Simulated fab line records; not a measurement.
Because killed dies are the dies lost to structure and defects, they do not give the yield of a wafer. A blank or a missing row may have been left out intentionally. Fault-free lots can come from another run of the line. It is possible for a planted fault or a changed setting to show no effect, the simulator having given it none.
Split-lot experiment :: flow n5_finfet :: 39 wafers read from 7 lots, route of 1938 steps

SPLIT DETAILS
At N5_GATE_CUT_ETCH_56 (etches TiN in Cl2/Ar, target depth 21.6 nm), the setting icp_w was moved away from the recipe's 600 W on 12 of the 39 wafers read, by -12.3% to +14.2%. This setting was run at the recipe's value on the other wafers.

The split's own step is where the reading is taken.

THE READING
etch.depth_nm (the simulator's own value, which no gauge read), in nm, at N5_GATE_CUT_ETCH_56 (etches TiN in Cl2/Ar, target depth 21.6 nm). The file does not state a usual value for it. Average 21.72 nm, standard deviation 0.29 nm, over the 27 wafers here run with the recipe.

wafer: L074.1
tool, chamber at the split: rie_metal-02, 1
icp_w as run, W: 685.3
against the recipe: +14.2%
etch.depth_nm, nm: 23.97
against lot-mates on the recipe: +2.63

wafer: L074.2
tool, chamber at the split: rie_metal-02, 0
icp_w as run, W: 685.3
against the recipe: +14.2%
etch.depth_nm, nm: 24.06
against lot-mates on the recipe: +2.72

wafer: L074.3
tool, chamber at the split: rie_metal-02, 0
icp_w as run, W: 600
against the recipe: recipe
etch.depth_nm, nm: 21.33
against lot-mates on the recipe: -

wafer: L074.4
tool, chamber at the split: rie_metal-02, 1
icp_w as run, W: 685.3
against the recipe: +14.2%
etch.depth_nm, nm: 24.11
against lot-mates on the recipe: +2.77

wafer: L074.5
tool, chamber at the split: rie_metal-02, 0
icp_w as run, W: 600
against the recipe: recipe
etch.depth_nm, nm: 21.35
against lot-mates on the recipe: -

wafer: L074.6
tool, chamber at the split: rie_metal-02, 1
icp_w as run, W: 600
against the recipe: recipe
etch.depth_nm, nm: 21.34
against lot-mates on the recipe: -

wafer: L075.1
tool, chamber at the split: rie_metal-03, 0
icp_w as run, W: 600
against the recipe: recipe
etch.depth_nm, nm: 21.64
against lot-mates on the recipe: -

wafer: L075.2
tool, chamber at the split: rie_metal-03, 1
icp_w as run, W: 600
against the recipe: recipe
etch.depth_nm, nm: 22.12
against lot-mates on the recipe: -

wafer: L075.3
tool, chamber at the split: rie_metal-03, 1
icp_w as run, W: 600
against the recipe: recipe
etch.depth_nm, nm: 22.06
against lot-mates on the recipe: -

wafer: L075.4
tool, chamber at the split: rie_metal-03, 0
icp_w as run, W: 533.7
against the recipe: -11.0%
etch.depth_nm, nm: 19.59
against lot-mates on the recipe: -2.35

wafer: L075.5
tool, chamber at the split: rie_metal-03, 1
icp_w as run, W: 533.7
against the recipe: -11.0%
etch.depth_nm, nm: 19.99
against lot-mates on the recipe: -1.95

wafer: L075.6
tool, chamber at the split: rie_metal-03, 0
icp_w as run, W: 533.7
against the recipe: -11.0%
etch.depth_nm, nm: 19.57
against lot-mates on the recipe: -2.37

wafer: L078.1
tool, chamber at the split: rie_metal-02, 0
icp_w as run, W: 526.3
against the recipe: -12.3%
etch.depth_nm, nm: 19.11
against lot-mates on the recipe: -2.44

wafer: L078.2
tool, chamber at the split: rie_metal-02, 1
icp_w as run, W: 526.3
against the recipe: -12.3%
etch.depth_nm, nm: 19.27
against lot-mates on the recipe: -2.28

wafer: L078.3
tool, chamber at the split: rie_metal-02, 1
icp_w as run, W: 526.3
against the recipe: -12.3%
etch.depth_nm, nm: 19.14
against lot-mates on the recipe: -2.41

wafer: L078.4
tool, chamber at the split: rie_metal-02, 0
icp_w as run, W: 600
against the recipe: recipe
etch.depth_nm, nm: 21.54
against lot-mates on the recipe: -

wafer: L078.5
tool, chamber at the split: rie_metal-02, 1
icp_w as run, W: 600
against the recipe: recipe
etch.depth_nm, nm: 21.67
against lot-mates on the recipe: -

wafer: L078.6
tool, chamber at the split: rie_metal-02, 0
icp_w as run, W: 600
against the recipe: recipe
etch.depth_nm, nm: 21.44
against lot-mates on the recipe: -

wafer: L079.1
tool, chamber at the split: rie_metal-03, 0
icp_w as run, W: 600
against the recipe: recipe
etch.depth_nm, nm: 21.82
against lot-mates on the recipe: -

wafer: L079.2
tool, chamber at the split: rie_metal-03, 1
icp_w as run, W: 600
against the recipe: recipe
etch.depth_nm, nm: 21.98
against lot-mates on the recipe: -

wafer: L079.5
tool, chamber at the split: rie_metal-03, 1
icp_w as run, W: 600
against the recipe: recipe
etch.depth_nm, nm: 22.32
against lot-mates on the recipe: -

wafer: L083.1
tool, chamber at the split: rie_metal-03, 0
icp_w as run, W: 600
against the recipe: recipe
etch.depth_nm, nm: 21.6
against lot-mates on the recipe: -

wafer: L083.2
tool, chamber at the split: rie_metal-03, 1
icp_w as run, W: 600
against the recipe: recipe
etch.depth_nm, nm: 22.05
against lot-mates on the recipe: -

wafer: L083.3
tool, chamber at the split: rie_metal-03, 1
icp_w as run, W: 600
against the recipe: recipe
etch.depth_nm, nm: 21.78
against lot-mates on the recipe: -

wafer: L083.4
tool, chamber at the split: rie_metal-03, 0
icp_w as run, W: 600
against the recipe: recipe
etch.depth_nm, nm: 21.56
against lot-mates on the recipe: -

wafer: L083.5
tool, chamber at the split: rie_metal-03, 1
icp_w as run, W: 600
against the recipe: recipe
etch.depth_nm, nm: 21.71
against lot-mates on the recipe: -

wafer: L083.6
tool, chamber at the split: rie_metal-03, 0
icp_w as run, W: 600
against the recipe: recipe
etch.depth_nm, nm: 21.35
against lot-mates on the recipe: -

wafer: L084.1
tool, chamber at the split: rie_metal-03, 1
icp_w as run, W: 600
against the recipe: recipe
etch.depth_nm, nm: 21.78
against lot-mates on the recipe: -

wafer: L084.2
tool, chamber at the split: rie_metal-03, 0
icp_w as run, W: 570.3
against the recipe: -5.0%
etch.depth_nm, nm: 20.75
against lot-mates on the recipe: -0.96

wafer: L084.3
tool, chamber at the split: rie_metal-03, 1
icp_w as run, W: 570.3
against the recipe: -5.0%
etch.depth_nm, nm: 20.98
against lot-mates on the recipe: -0.73

wafer: L084.4
tool, chamber at the split: rie_metal-03, 0
icp_w as run, W: 600
against the recipe: recipe
etch.depth_nm, nm: 21.52
against lot-mates on the recipe: -

wafer: L084.5
tool, chamber at the split: rie_metal-03, 1
icp_w as run, W: 600
against the recipe: recipe
etch.depth_nm, nm: 21.82
against lot-mates on the recipe: -

wafer: L084.6
tool, chamber at the split: rie_metal-03, 0
icp_w as run, W: 570.3
against the recipe: -5.0%
etch.depth_nm, nm: 20.63
against lot-mates on the recipe: -1.08

wafer: L086.1
tool, chamber at the split: rie_metal-01, 0
icp_w as run, W: 600
against the recipe: recipe
etch.depth_nm, nm: 21.39
against lot-mates on the recipe: -

wafer: L086.2
tool, chamber at the split: rie_metal-01, 1
icp_w as run, W: 600
against the recipe: recipe
etch.depth_nm, nm: 22.24
against lot-mates on the recipe: -

wafer: L086.3
tool, chamber at the split: rie_metal-01, 1
icp_w as run, W: 600
against the recipe: recipe
etch.depth_nm, nm: 21.94
against lot-mates on the recipe: -

wafer: L086.4
tool, chamber at the split: rie_metal-01, 0
icp_w as run, W: 600
against the recipe: recipe
etch.depth_nm, nm: 21.47
against lot-mates on the recipe: -

wafer: L086.5
tool, chamber at the split: rie_metal-01, 1
icp_w as run, W: 600
against the recipe: recipe
etch.depth_nm, nm: 22.16
against lot-mates on the recipe: -

wafer: L086.6
tool, chamber at the split: rie_metal-01, 0
icp_w as run, W: 600
against the recipe: recipe
etch.depth_nm, nm: 21.52
against lot-mates on the recipe: -

THE FIT
A straight line over all 39 wafers: etch.depth_nm changes by +0.181 nm for each +1% of icp_w; r = +0.97; the points scatter about the line by 0.28 nm.
The same after taking each lot's own level away (the mean of its wafers on the recipe; 39 wafers): +0.194 nm for each +1%; r = +0.99; scatter 0.2 nm.
That fit puts the effect of the largest move of icp_w on the reading at 2.8 nm.
From 21.340 to 22.040 nm: that is the span of the lots' own levels, equal to 2.4 times the standard deviation above.
The two slopes are in agreement: the lot-to-lot level therefore moves the slope only a little.
Check: for one of the wafers moved furthest among these (+14.2%), held out of the fit, the line's prediction against its lot-mates is +2.77 nm. Against them it came out at +2.63 nm.

OTHER SPLITS ON THESE WAFERS
Before the reading, these wafers also passed through other splits. Each is held against what the fit with the lots' levels taken away leaves over:
other split on the same wafers: N5_PMOS_HMC_CHANNEL_EPI_EPI_20 temp_c
wafers away from the commonest value: 18
r with etch.depth_nm (lot level and that fit taken away): +0.03

other split on the same wafers: N5_FIN_SAQP_HM_DEP_03 time_s
wafers away from the commonest value: 18
r with etch.depth_nm (lot level and that fit taken away): -0.05

other split on the same wafers: N5_DUMMY_GATE_CVD_03 target_thk_a
wafers away from the commonest value: 24
r with etch.depth_nm (lot level and that fit taken away): -0.03

other split on the same wafers: N5_DUMMY_GATE_ETCH_37 source_w
wafers away from the commonest value: 15
r with etch.depth_nm (lot level and that fit taken away): +0.08

FILE'S OWN FIT
etch.depth_nm changes by +0.194 nm for each +1% of icp_w, r = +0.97.
